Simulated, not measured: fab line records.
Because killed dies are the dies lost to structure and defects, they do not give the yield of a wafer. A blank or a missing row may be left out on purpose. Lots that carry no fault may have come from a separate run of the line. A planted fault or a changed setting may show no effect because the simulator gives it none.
A struck lot beside a sound one / flow nand harc / 16 out of 1302 route steps
Sound: wafers L649.1, L649.3, L649.6. Struck: wafers L662.1, L662.4, L662.6. At the end, the cause is stated.
For every step that has rows: the tool of each side, followed by ch and its chambers, followed by its first start. Under that, the readings that differ: sound wafers / struck wafers / difference of the means / sigmas: that difference in standard deviations of wafers without a fault.
alike: readings whose means differ by less than 2 such deviations, and words and numbers that are the same on both sides. not compared: withheld readings, readings that some wafer has no value for, bounds like >300 that may hide the same value, and numbers for which the record gives no deviation and whose values overlap.
Wherever a step has rows on one side only, a row that says differs or no value, or a row with sigmas, the two part there. Numbers that have no deviation but don't overlap get no sigmas and don't part them. A reading that every wafer of one side lacks parts them only if that side has two wafers or more.

NHARC_P_M2_ETCH_35: etches the open film in N2/H2, target depth 40 nm, overetch 12 nm, time 43.94 s.
  sound on rie diel-07 ch 0,2,3, day 8 04:45; struck on rie diel-02 ch 1,3, day 13 13:46
  alike: drypump motor current A, oes product au, rf vpp V, showerhead plenum p Torr, throttle valve pct
  not compared: rf hours counter h
NHARC_P_M2_ETCH_15: etches the open film in C4F8/Ar, target depth 182.5 nm, time 91.2 s.
  sound on rie diel-07 ch 0,1; struck on rie diel-02 ch 1,2
  alike: oes product au, rf vpp V
  not compared: rf hours counter h
NHARC_P_M2_CD_MEAS_16:
  sound on cd sem-03, day 8 04:58; struck on cd sem-01, day 13 13:59
  alike: cd nm
then, 5 steps without rows for these wafers: NHARC_P_M2_STRIP_18 (strips in N2/H2); NHARC_P_M2_ETCH_28 (etches the open film in CF4/N2, target depth 30 nm, time 72.99 s); NHARC_P_M2_STRIP_19 (strips in post etch residue remover, time 600 s); NHARC_P_M2_DEGAS_29 (time 60 s); NHARC_P_M2_PRE_CLEAN_30 (time 30 s).
NHARC_P_M2_PVD_20: deposits TaN, target thk 5 nm, time 8.06 s.
  sound on pvd sputter-01; struck on pvd sputter-03
  alike: throttle valve pct
NHARC_P_M2_PVD_21: deposits Cu, target thk 30 nm, time 20.49 s.
  sound on pvd sputter-01; struck on pvd sputter-03
  alike: throttle valve pct
then, 1 step without rows for these wafers: NHARC_P_M2_ECD_22 (material Cu, target thk 400 nm).
NHARC_P_M2_ANNEAL_31: time 90 s.
  sound on rtp anneal-01 ch 0, day 8 06:25; struck on rtp anneal-02 ch 0, day 13 15:26
  alike: wafer_temp_C_max
NHARC_P_M2_CMP_23: polishes, t overpolish 20 s, target thk 144.3 nm.
  sound on cmp-01 ch 0,2,3, day 8 06:49; struck on cmp-01 ch 1,2,3, day 13 15:46
  no value came back on the struck wafers for edge zone pressure frac, motor current A (A), time to endpoint s (s); on the sound wafers edge zone pressure frac reads 0.999 1.002 1.004
NHARC_P_M2_THK_MEAS_24: measures by xrf.
  sound on film metro-02, day 8 07:04; struck on film metro-02, day 13 16:05
reading=thk nm (nm); sound=143.3 143.2 145.1; struck=400.9 392.2 396.8; difference=+252.8; sigmas=+99 or more
following that, these wafers have no rows for 1 step: NHARC_P_M2_SRD_25.
-- the record jumps here: 17 days lie between the struck wafers' starts before and after (it left off in module P_M2 and takes up again in module END, whose first step shown is number 1302 of the route) --
NHARC_END_SORT_01:
  at this point the record logs the struck wafers (prober-02 ch 0, day 30 09:56) and has no rows for the sound ones

WHERE THEY PART
Last at NHARC_END_SORT_01 as far as this record goes, first at NHARC_P_M2_CMP_23.

WHY: whatever the simulator had introduced
Step skipped in full: cmp-01, at NHARC_P_M2_CMP_23, from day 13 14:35 onward. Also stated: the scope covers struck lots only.
